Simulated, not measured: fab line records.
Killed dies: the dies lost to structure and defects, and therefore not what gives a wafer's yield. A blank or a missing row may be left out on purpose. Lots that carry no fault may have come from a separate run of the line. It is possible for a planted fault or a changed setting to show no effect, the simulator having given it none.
fab line records	flow nand-harc
record: lots: 24	wafers: 72	last-day: 34
route steps=1302 shown P_M1@302 P_M2@330 P_BONDPAD@370
lots with no fault: from the same line, run without faults
start-h: hours from the record's opening day to when the first of the lot's shown wafers began	wait-h: hours elapsed since this lot's preceding step	" identical to the entry in the row above	L1.1+2: a single row standing in for several wafers	- value missing, or start not given	* or withheld: withheld	< > ~ a bound
route shown NAME@n: names a module that has steps shown in the file, with the first one's number in the route	usual: mean/standard deviation of fault-free wafers	same: alike in all rows	chamber/n: place in a boat	sites: per-site readings	_std_site: their standard deviation	_edge_site: inner sites' mean taken away from outer sites' mean	radius-mm: how far each site lies from the wafer's centre	mask NAME#n: copy n	behind: the last tool/chamber to shape the wafer	hold: what put the lot on hold/how long, in hours/how the hold closed	device: whichever transistor did not switch (one of n, p or np)	end of line: the tests these same wafers got at the end of their route	a step without rows: its recipe alone	killed: the dies lost at the first sort to structure and to defects; this is not the yield of the wafer	map: a wafer's dies, x killed, . not, _ none there
set.NAME: the setting the step ran with; set.NAME@STEP: the setting that earlier step ran with	model.NAME: the simulator's own value behind a step, which no gauge read
one table for each step of the route and one row for each wafer, over a sample of lots
services: a tool's chamber out of use, with start hour (start-h, from the record's first day; less than 0 if before it), hours out, and reason
== steps ==
step: NHARC_P_M1_STRIP_18
recipe: power-w: 1000	n2-flow-sccm: 150	h2-flow-sccm: 150	ar-flow-sccm: 0	bias-w: 0	chemistry: N2/H2
usual: drypump-motor-current-A: 5.9/0.38	mfc-ar-sccm: 0.003/0.0076	oes-product-au: 1.004/0.011	rf-vpp-V: 90.6/0.99	showerhead-plenum-p-Torr: 2.03/0.1	throttle-valve-pct: 14.172/0.0095
same: bias-w: 0
lot.wafer	tool	chamber	start-h	wait-h	drypump-motor-current-A	mfc-ar-sccm	oes-product-au	rf-hours-counter-h	rf-vpp-V	showerhead-plenum-p-Torr	throttle-valve-pct
L074.2	rie-diel-04	3	134.01	0.1	6.3	0	1.010	12	89.8	1.92	14.155
L074.6	"	1	"	"	5.7	0	0.992	-	88.7	2.04	14.182
L074.5	"	2	"	"	5.5	0	0.988	-	91.9	2.14	14.172
L075.4	rie-diel-07	1	134.14	0.1	6.2	0.012	1.017	0	91.1	1.95	14.162
L075.3	"	3	"	"	5.5	0	1.011	0	89.2	1.92	14.172
L075.6	"	0	"	"	5.6	0.002	1.009	-	92.1	2.18	14.175
L076.4	rie-diel-06	0	146.33	0.1	5.8	0	1.015	2	90.4	2.08	14.174
L076.3	"	2	"	"	5.2	0	1.000	1	90.7	2.22	14.179
L076.6	"	3	"	"	6.4	0.034	0.990	-	91.0	2.03	14.186
L077.3	rie-diel-07	0	149.75	0.1	5.6	0.002	1.028	1	91.1	2.18	14.162
L077.2	"	1	"	"	6.2	0.012	1.012	1	89.8	1.95	14.186
L077.5	"	3	"	"	5.6	0	0.996	-	89.8	1.92	14.189
L078.1	rie-diel-07	3	163.10	0.1	5.6	0	1.007	2	90.3	1.92	14.175
L078.4	"	1	"	"	6.2	0.012	1.025	2	89.6	1.95	14.170
L078.5	"	0	"	"	5.6	0.002	1.023	-	91.5	2.18	14.169
L079.2	rie-diel-07	2	181.84	0.1	6.5	0	1.001	3	89.7	2.02	14.175
L079.5	"	2	"	"	6.5	0	1.005	-	90.3	2.02	14.170
L079.6	"	3	"	"	5.6	0	1.010	-	89.7	1.92	14.173
L080.3	rie-diel-07	3	183.36	0.1	5.5	0	1.006	4	90.7	1.92	14.172
L080.5	"	1	"	"	6.2	0.012	1.019	-	89.5	1.95	14.170
L080.6	"	2	"	"	6.5	0	1.002	-	90.5	2.02	14.169
L081.3	rie-diel-04	3	194.97	0.1	6.3	0	1.005	0	91.1	1.92	14.162
L081.2	"	0	"	"	5.8	0	0.990	0	91.4	1.91	14.160
L081.5	"	2	"	"	5.5	0	0.992	-	92.4	2.14	14.185
L082.1	rie-diel-04	1	205.69	0.1	5.7	0	0.995	2	90.5	2.04	14.170
L082.4	"	1	"	"	5.7	0	0.999	-	90.5	2.04	14.165
L082.6	"	3	"	"	6.3	0	0.996	-	90.2	1.92	14.178
L083.1	rie-diel-04	0	216.31	0.1	5.8	0	0.993	3	88.6	1.91	14.170
L083.6	"	0	"	"	5.8	0	0.984	-	87.9	1.91	14.166
L083.5	"	1	"	"	5.7	0	1.006	-	91.6	2.04	14.150
L084.1	rie-diel-04	3	224.88	0.1	6.3	0	1.009	3	90.5	1.92	14.185
L084.3	"	0	"	"	5.8	0	0.987	3	90.3	1.91	14.196
L084.5	"	3	"	"	6.3	0	1.012	-	90.9	1.92	14.173
L085.2	rie-diel-07	2	239.48	0.1	6.5	0	1.012	6	89.4	2.02	14.175
L085.4	"	3	"	"	5.6	0	1.000	7	89.6	1.92	14.184
L085.6	"	0	"	"	5.6	0.002	1.008	-	93.0	2.18	14.167
L086.1	rie-diel-06	2	242.08	0.1	5.2	0	1.008	29	91.7	2.21	14.166
L086.4	"	3	"	"	6.4	0.034	0.994	36	89.8	2.01	14.169
L086.3	"	1	"	"	6.0	0	1.001	36	90.1	2.10	14.170
L087.2	rie-diel-07	3	257.08	0.1	5.6	0	1.006	7	90.6	1.92	14.167
L087.4	"	2	"	"	6.5	0	1.002	7	91.5	2.02	14.155
L087.6	"	0	"	"	5.6	0.002	1.020	-	92.7	2.18	14.191
L088.1	rie-diel-07	0	270.52	0.1	5.6	0.002	1.009	8	92.1	2.18	14.146
L088.2	"	1	"	"	6.2	0.012	1.013	8	91.8	1.94	14.184
L088.5	"	3	"	"	5.5	0	1.020	-	89.1	1.92	14.175
L089.4	rie-diel-07	2	276.50	0.1	6.5	0	1.006	8	90.3	2.02	14.165
L089.5	"	1	"	"	6.2	0.012	1.011	-	90.0	1.95	14.174
L089.6	"	2	"	"	6.5	0	1.000	-	90.5	2.02	14.179
L090.1	rie-diel-07	0	289.88	0.1	5.6	0.002	1.022	9	92.7	2.18	14.175
L090.4	"	3	"	"	5.5	0	1.015	9	89.4	1.91	14.180
L090.5	"	1	"	"	6.2	0.012	1.003	-	89.2	1.94	14.177
L091.1	rie-diel-04	3	302.39	0.1	6.3	0	1.000	12	89.5	1.92	14.181
L091.4	"	2	"	"	5.5	0	0.991	9	90.9	2.13	14.182
L091.5	"	3	"	"	6.3	0	0.998	-	90.6	1.92	14.178
L092.2	rie-diel-07	1	306.94	0.1	6.2	0.012	1.009	0	90.8	1.94	14.173
L092.1	"	3	"	"	5.5	0	1.009	0	88.2	1.91	14.178
L092.6	"	0	"	"	5.6	0.002	1.012	-	92.1	2.18	14.173
L093.3	rie-diel-07	0	313.68	0.1	5.6	0.002	1.009	0	91.1	2.18	14.166
L093.2	"	1	"	"	6.1	0.012	1.012	0	89.8	1.94	14.158
L093.6	"	3	"	"	5.5	0	1.008	-	91.0	1.91	14.172
L094.4	rie-diel-04	0	334.09	0.1	5.8	0	0.969	15	89.8	1.91	14.180
L094.5	"	2	"	"	5.5	0	0.987	-	91.5	2.13	14.167
L094.6	"	3	"	"	6.3	0	0.994	-	89.9	1.92	14.174
L095.3	rie-diel-07	3	338.61	0.1	5.5	0	0.995	2	90.4	1.91	14.160
L095.2	"	0	"	"	5.6	0.002	1.011	2	92.2	2.18	14.181
L095.6	"	3	"	"	5.5	0	1.001	-	88.7	1.91	14.176
L096.4	rie-diel-06	0	349.07	0.1	5.9	0	0.995	9	90.5	2.06	14.156
L096.3	"	1	"	"	6.0	0	1.001	11	91.4	2.09	14.181
L096.5	"	3	"	"	6.4	0.034	1.006	-	90.1	2.00	14.180
L097.3	rie-diel-07	1	362.25	0.1	6.2	0.012	1.015	3	90.5	1.94	14.177
L097.4	"	2	"	"	6.5	0	0.986	-	91.1	2.02	14.173
L097.6	"	0	"	"	5.6	0.002	1.015	-	91.0	2.18	14.164
step: NHARC_P_M1_ANNEAL_31
recipe: temp-c: 225	time-s: 90
usual: wafer_temp_C_max: 225.8/0.43
lot.wafer	tool	chamber	start-h	wait-h	wafer_temp_C_max
L074.2	rtp-anneal-02	0	135.38	0.4	225.7
L074.5	"	0	"	"	225.7
L074.6	"	0	"	"	225.3
L075.3	rtp-anneal-01	0	135.63	-	226.3
L075.4	"	0	"	"	225.9
L075.6	"	0	"	"	226.1
L076.3	rtp-anneal-01	0	147.78	-	226.1
L076.4	"	0	"	"	226.0
L076.6	"	0	"	"	226.4
L077.2	rtp-anneal-02	0	151.15	-	225.7
L077.3	"	0	"	"	225.4
L077.5	"	0	"	"	225.4
L078.1	rtp-anneal-02	0	164.48	0.3	225.2
L078.4	"	0	"	"	225.4
L078.5	"	0	"	"	225.8
L079.2	rtp-anneal-02	0	183.27	-	225.5
L079.5	"	0	"	"	225.3
L079.6	"	0	"	"	225.5
L080.3	rtp-anneal-02	0	184.81	0.3	225.4
L080.5	"	0	"	"	225.4
L080.6	"	0	"	"	225.3
L081.2	rtp-anneal-01	0	196.38	0.3	226.6
L081.3	"	0	"	"	226.4
L081.5	"	0	"	"	226.2
L082.1	rtp-anneal-01	0	207.14	-	226.3
L082.4	"	0	"	"	226.3
L082.6	"	0	"	"	226.1
L083.1	rtp-anneal-01	0	217.68	-	225.8
L083.5	"	0	"	"	226.2
L083.6	"	0	"	"	226.0
L084.1	rtp-anneal-02	0	226.23	-	225.5
L084.3	"	0	"	"	225.8
L084.5	"	0	"	"	225.5
L085.2	rtp-anneal-02	0	240.85	-	225.5
L085.4	"	0	"	"	225.4
L085.6	"	0	"	"	225.4
L086.1	rtp-anneal-02	0	243.46	0.3	225.3
L086.3	"	0	"	"	225.1
L086.4	"	0	"	"	225.3
L087.2	rtp-anneal-02	0	258.51	-	225.3
L087.4	"	0	"	"	225.3
L087.6	"	0	"	"	225.4
L088.1	rtp-anneal-02	0	271.88	0.3	225.7
L088.2	"	0	"	"	225.4
L088.5	"	0	"	"	225.3
L089.4	rtp-anneal-01	0	278.01	0.3	226.0
L089.5	"	0	"	"	226.1
L089.6	"	0	"	"	226.0
L090.1	rtp-anneal-01	0	291.26	0.3	226.1
L090.4	"	0	"	"	225.8
L090.5	"	0	"	"	226.1
L091.1	rtp-anneal-02	0	303.77	-	225.4
L091.4	"	0	"	"	225.5
L091.5	"	0	"	"	225.2
L092.1	rtp-anneal-02	0	308.30	0.3	226.0
L092.2	"	0	"	"	225.6
L092.6	"	0	"	"	225.9
L093.2	rtp-anneal-01	0	315.08	-	226.3
L093.3	"	0	"	"	226.2
L093.6	"	0	"	"	226.2
L094.4	rtp-anneal-01	0	335.57	0.4	226.0
L094.5	"	0	"	"	225.9
L094.6	"	0	"	"	226.1
L095.2	rtp-anneal-01	0	340.05	-	226.6
L095.3	"	0	"	"	226.0
L095.6	"	0	"	"	226.8
L096.3	rtp-anneal-01	0	350.50	0.3	226.1
L096.4	"	0	"	"	226.1
L096.5	"	0	"	"	226.1
L097.3	rtp-anneal-02	0	363.73	-	225.5
L097.4	"	0	"	"	225.6
L097.6	"	0	"	"	225.5
step: NHARC_P_M1_PRE_CLEAN_32
recipe: time-s: 12	temp-c: 370	rf-power-w: 300	gas: NH3
usual: heater-power-w: 596/83	susceptor-temp-C: 369.96/0.21
lot.wafer	tool	chamber	start-h	wait-h	heater-power-w	susceptor-temp-C
L074.2	pecvd-03	0	136.24	0.1	685	370.30
L074.5	"	2	"	"	521	370.27
L074.6	"	0	"	"	668	370.33
L075.3	pecvd-04	2	136.42	0.1	537	369.80
L075.4	"	1	"	"	629	369.94
L075.6	"	0	"	"	451	370.22
L076.3	pecvd-03	0	148.56	0.1	685	369.74
L076.4	"	1	"	"	675	370.00
L076.6	"	2	"	"	489	369.64
L077.3	pecvd-03	2	151.98	0.1	487	369.80
L077.2	"	0	"	"	681	370.38
L077.5	"	2	"	"	488	370.28
L078.1	pecvd-04	1	165.39	0.1	647	370.19
L078.5	"	2	"	"	601	369.81
L078.4	"	1	"	"	633	370.18
L079.2	pecvd-04	1	184.13	0.1	582	369.90
L079.5	"	0	"	"	456	369.52
L079.6	"	1	"	"	583	369.94
L080.3	pecvd-01	1	185.61	0.1	515	370.04
L080.5	"	2	"	"	539	369.98
L080.6	"	0	"	"	644	370.13
L081.3	pecvd-01	2	197.22	0.1	567	369.82
L081.2	"	1	"	"	519	369.81
L081.5	"	2	"	"	583	369.86
L082.1	pecvd-01	0	208.05	0.1	587	369.75
L082.6	"	2	"	"	522	369.83
L082.4	"	0	"	"	585	370.25
L083.1	pecvd-03	1	218.57	0.1	739	370.06
L083.5	"	1	"	"	712	370.03
L083.6	"	2	"	"	561	369.74
L084.1	pecvd-04	0	227.11	0.1	532	369.84
L084.3	"	2	"	"	556	370.02
L084.5	"	0	"	"	519	370.29
L085.2	pecvd-03	0	241.69	0.1	734	369.73
L085.6	"	0	"	"	711	369.97
L085.4	"	1	"	"	717	369.85
L086.1	pecvd-03	0	244.43	0.1	687	369.90
L086.3	"	2	"	"	507	369.50
L086.4	"	1	"	"	721	369.90
L087.2	pecvd-01	1	259.34	0.1	543	370.16
L087.4	"	1	"	"	556	370.11
L087.6	"	0	"	"	625	370.05
L088.1	pecvd-03	2	272.78	0.1	536	370.02
L088.2	"	0	"	"	731	370.19
L088.5	"	0	"	"	731	370.18
L089.5	pecvd-03	1	278.78	0.1	649	369.93
L089.4	"	2	"	"	485	370.07
L089.6	"	0	"	"	744	370.01
L090.1	pecvd-03	1	292.15	0.1	695	370.01
L090.5	"	2	"	"	477	369.90
L090.4	"	0	"	"	739	369.80
L091.1	pecvd-03	2	304.65	0.1	538	369.85
L091.5	"	0	"	"	728	370.22
L091.4	"	1	"	"	641	370.14
L092.2	pecvd-03	1	309.18	0.1	685	369.63
L092.1	"	0	"	"	700	370.22
L092.6	"	2	"	"	540	369.83
L093.3	pecvd-04	0	315.91	0.1	543	369.98
L093.2	"	1	"	"	552	369.84
L093.6	"	2	"	"	536	370.21
L094.6	pecvd-04	2	336.34	0.1	445	369.82
L094.5	"	0	"	"	512	369.59
L094.4	"	1	"	"	642	369.73
L095.2	pecvd-04	1	340.88	0.1	660	369.78
L095.3	"	2	"	"	490	369.94
L095.6	"	0	"	"	558	369.76
L096.3	pecvd-03	1	351.30	0.1	662	369.85
L096.5	"	1	"	"	661	370.13
L096.4	"	0	"	"	684	369.83
L097.3	pecvd-01	0	364.53	0.1	634	370.43
L097.4	"	2	"	"	500	370.35
L097.6	"	0	"	"	649	369.97
step: NHARC_P_M2_INSPECT_11
usual: raw-defect-count: 4.6/3
lot.wafer	tool	chamber	start-h	wait-h	raw-defect-count
L074.2	defect-inspect-02	-	137.64	0.0	0
L074.5	"	-	"	"	4
L074.6	"	-	"	"	3
L075.3	defect-inspect-01	-	137.91	0.0	6
L075.4	"	-	"	"	4
L075.6	"	-	"	"	5
L076.3	defect-inspect-02	-	150.01	0.0	3
L076.4	"	-	"	"	5
L076.6	"	-	"	"	0
L077.2	defect-inspect-01	-	153.43	0.0	5
L077.3	"	-	"	"	7
L077.5	"	-	"	"	2
L078.1	defect-inspect-02	-	166.70	0.0	1
L078.4	"	-	"	"	1
L078.5	"	-	"	"	3
L079.2	defect-inspect-02	-	185.55	0.0	5
L079.5	"	-	"	"	4
L079.6	"	-	"	"	5
L080.3	defect-inspect-01	-	187.06	0.0	4
L080.5	"	-	"	"	8
L080.6	"	-	"	"	4
L081.2	defect-inspect-01	-	198.67	0.0	2
L081.3	"	-	"	"	6
L081.5	"	-	"	"	3
L082.1	defect-inspect-01	-	209.35	0.0	5
L082.4	"	-	"	"	5
L082.6	"	-	"	"	2
L083.1	defect-inspect-02	-	219.89	0.0	1
L083.5	"	-	"	"	4
L083.6	"	-	"	"	2
L084.1	defect-inspect-01	-	228.54	0.0	5
L084.3	"	-	"	"	1
L084.5	"	-	"	"	5
L085.2	defect-inspect-01	-	243.14	0.0	0
L085.4	"	-	"	"	4
L085.6	"	-	"	"	4
L086.1	defect-inspect-02	-	245.89	0.0	6
L086.3	"	-	"	"	4
L086.4	"	-	"	"	6
L087.2	defect-inspect-02	-	260.68	0.0	7
L087.4	"	-	"	"	9
L087.6	"	-	"	"	12
L088.1	defect-inspect-02	-	274.09	0.0	5
L088.2	"	-	"	"	9
L088.5	"	-	"	"	6
L089.4	defect-inspect-01	-	280.19	0.0	12
L089.5	"	-	"	"	8
L089.6	"	-	"	"	4
L090.1	defect-inspect-01	-	293.51	0.0	6
L090.4	"	-	"	"	7
L090.5	"	-	"	"	5
L091.1	defect-inspect-02	-	306.11	0.0	2
L091.4	"	-	"	"	2
L091.5	"	-	"	"	7
L092.1	defect-inspect-02	-	310.49	0.0	7
L092.2	"	-	"	"	7
L092.6	"	-	"	"	5
L093.2	defect-inspect-02	-	317.36	0.0	5
L093.3	"	-	"	"	2
L093.6	"	-	"	"	6
L094.4	defect-inspect-02	-	337.62	0.0	6
L094.5	"	-	"	"	8
L094.6	"	-	"	"	6
L095.2	defect-inspect-02	-	342.20	0.0	5
L095.3	"	-	"	"	4
L095.6	"	-	"	"	1
L096.3	defect-inspect-02	-	352.63	0.0	1
L096.4	"	-	"	"	2
L096.5	"	-	"	"	6
L097.3	defect-inspect-02	-	365.83	0.0	3
L097.4	"	-	"	"	4
L097.6	"	-	"	"	4
step: NHARC_P_M2_INSPECT_27
usual: raw-defect-count: 341/140
lot.wafer	tool	chamber	start-h	wait-h	raw-defect-count
L074.2	defect-inspect-01	-	140.28	0.1	262
L074.5	"	-	"	"	139
L074.6	"	-	"	"	385
L075.3	defect-inspect-02	-	140.58	0.0	550
L075.4	"	-	"	"	491
L075.6	"	-	"	"	434
L076.3	defect-inspect-02	-	152.81	0.0	502
L076.4	"	-	"	"	474
L076.6	"	-	"	"	208
L077.2	defect-inspect-01	-	156.45	0.0	506
L077.3	"	-	"	"	231
L077.5	"	-	"	"	332
L078.1	defect-inspect-02	-	169.33	0.0	266
L078.4	"	-	"	"	513
L078.5	"	-	"	"	303
L079.2	defect-inspect-01	-	188.20	0.0	161
L079.5	"	-	"	"	502
L079.6	"	-	"	"	423
L080.3	defect-inspect-02	-	189.76	0.0	320
L080.5	"	-	"	"	310
L080.6	"	-	"	"	293
L081.2	defect-inspect-02	-	201.75	0.0	241
L081.3	"	-	"	"	295
L081.5	"	-	"	"	229
L082.1	defect-inspect-02	-	212.30	0.0	290
L082.4	"	-	"	"	160
L082.6	"	-	"	"	249
L083.1	defect-inspect-02	-	222.53	0.0	308
L083.5	"	-	"	"	346
L083.6	"	-	"	"	239
L084.1	defect-inspect-02	-	231.17	0.0	377
L084.3	"	-	"	"	319
L084.5	"	-	"	"	314
L085.2	defect-inspect-01	-	245.81	0.0	523
L085.4	"	-	"	"	434
L085.6	"	-	"	"	574
L086.1	defect-inspect-02	-	248.55	0.0	970
L086.3	"	-	"	"	595
L086.4	"	-	"	"	550
L087.2	defect-inspect-02	-	263.83	0.0	346
L087.4	"	-	"	"	290
L087.6	"	-	"	"	288
L088.1	defect-inspect-01	-	276.85	0.0	187
L088.2	"	-	"	"	237
L088.5	"	-	"	"	359
L089.4	defect-inspect-01	-	282.96	0.0	398
L089.5	"	-	"	"	402
L089.6	"	-	"	"	493
L090.1	defect-inspect-01	-	296.16	0.0	308
L090.4	"	-	"	"	454
L090.5	"	-	"	"	248
L091.1	defect-inspect-02	-	308.74	0.0	270
L091.4	"	-	"	"	314
L091.5	"	-	"	"	338
L092.1	defect-inspect-02	-	313.17	0.0	261
L092.2	"	-	"	"	337
L092.6	"	-	"	"	186
L093.2	defect-inspect-02	-	320.05	0.0	434
L093.3	"	-	"	"	297
L093.6	"	-	"	"	505
L094.4	defect-inspect-02	-	340.29	0.0	259
L094.5	"	-	"	"	360
L094.6	"	-	"	"	276
L095.2	defect-inspect-02	-	345.14	0.0	352
L095.3	"	-	"	"	263
L095.6	"	-	"	"	479
L096.3	defect-inspect-01	-	355.30	0.0	400
L096.4	"	-	"	"	266
L096.5	"	-	"	"	224
L097.3	defect-inspect-02	-	368.46	0.0	114
L097.4	"	-	"	"	161
L097.6	"	-	"	"	213
step: NHARC_P_BONDPAD_CD_MEAS_13
usual: cd-nm: 499.5/2
lot.wafer	tool	chamber	start-h	wait-h	cd-nm
L074.2	cd-sem-02	-	142.75	-	498.9
L074.5	"	-	"	"	501.1
L074.6	"	-	"	"	499.8
L075.3	cd-sem-01	-	142.95	-	497.9
L075.4	"	-	"	"	499.8
L075.6	"	-	"	"	499.7
L076.3	cd-sem-02	-	155.13	-	499.8
L076.4	"	-	"	"	502.6
L076.6	"	-	"	"	501.8
L077.2	cd-sem-02	-	158.73	-	501.4
L077.3	"	-	"	"	500.4
L077.5	"	-	"	"	504.2
L078.1	cd-sem-03	-	171.65	-	499.2
L078.4	"	-	"	"	500.0
L078.5	"	-	"	"	498.7
L079.2	cd-sem-03	-	190.51	-	500.7
L079.5	"	-	"	"	498.6
L079.6	"	-	"	"	501.5
L080.3	cd-sem-01	-	191.98	-	497.7
L080.5	"	-	"	"	500.3
L080.6	"	-	"	"	498.2
L081.2	cd-sem-03	-	204.06	-	501.8
L081.3	"	-	"	"	497.0
L081.5	"	-	"	"	499.6
L082.1	cd-sem-01	-	214.65	-	502.1
L082.4	"	-	"	"	503.2
L082.6	"	-	"	"	501.6
L083.1	cd-sem-03	-	224.85	-	504.0
L083.5	"	-	"	"	498.8
L083.6	"	-	"	"	499.1
L084.1	cd-sem-02	-	233.46	-	499.0
L084.3	"	-	"	"	496.6
L084.5	"	-	"	"	498.7
L085.2	cd-sem-01	-	248.00	-	501.3
L085.4	"	-	"	"	498.8
L085.6	"	-	"	"	499.8
L086.1	cd-sem-02	-	250.74	-	498.6
L086.3	"	-	"	"	499.4
L086.4	"	-	"	"	497.6
L087.2	cd-sem-02	-	265.99	-	500.0
L087.4	"	-	"	"	501.7
L087.6	"	-	"	"	503.7
L088.1	cd-sem-03	-	279.17	-	498.5
L088.2	"	-	"	"	500.6
L088.5	"	-	"	"	498.6
L089.4	cd-sem-02	-	285.27	-	496.4
L089.5	"	-	"	"	496.0
L089.6	"	-	"	"	499.4
L090.1	cd-sem-02	-	298.35	-	497.1
L090.4	"	-	"	"	498.3
L090.5	"	-	"	"	499.6
L091.1	cd-sem-01	-	311.19	-	500.9
L091.4	"	-	"	"	502.9
L091.5	"	-	"	"	499.5
L092.1	cd-sem-02	-	315.47	-	500.5
L092.2	"	-	"	"	498.7
L092.6	"	-	"	"	498.4
L093.2	cd-sem-02	-	322.34	-	501.6
L093.3	"	-	"	"	500.4
L093.6	"	-	"	"	500.7
L094.4	cd-sem-01	-	342.66	-	498.4
L094.5	"	-	"	"	502.0
L094.6	"	-	"	"	503.3
L095.2	cd-sem-01	-	347.33	-	497.5
L095.3	"	-	"	"	496.9
L095.6	"	-	"	"	498.2
L096.3	cd-sem-02	-	357.49	-	499.8
L096.4	"	-	"	"	500.3
L096.5	"	-	"	"	501.1
L097.3	cd-sem-02	-	370.78	-	493.7
L097.4	"	-	"	"	495.5
L097.6	"	-	"	"	500.1
== services ==
tool	chamber	start-h	hours	kind
rie-diel-07	-	117.24	9.0	pm
pecvd-01	1	124.69	16.6	repair
pecvd-01	-	130.00	13.0	pm
rie-diel-06	-	130.38	9.0	pm
rie-diel-04	3	150.29	31.8	repair
rie-diel-04	-	150.39	0.4	repair
rie-diel-04	-	177.90	9.0	pm
pecvd-03	-	185.00	13.0	pm
rie-diel-04	2	200.64	8.6	repair
pecvd-01	-	263.46	2.7	repair
rie-diel-04	1	266.50	7.5	repair
pecvd-04	-	269.38	13.0	pm
rie-diel-07	-	294.48	9.0	pm
pecvd-01	2	299.59	11.9	repair
pecvd-03	-	305.98	0.3	repair
pecvd-01	-	311.00	13.0	pm
pecvd-03	-	317.97	1.2	repair
rie-diel-04	3	323.23	3.2	repair
rie-diel-04	-	328.70	0.8	repair
pecvd-01	1	331.17	8.5	repair
pecvd-01	-	332.68	0.8	repair
rie-diel-07	0	341.47	5.5	repair
rie-diel-04	-	354.90	9.0	pm
rie-diel-07	3	361.73	7.6	repair
== key ==
fault none
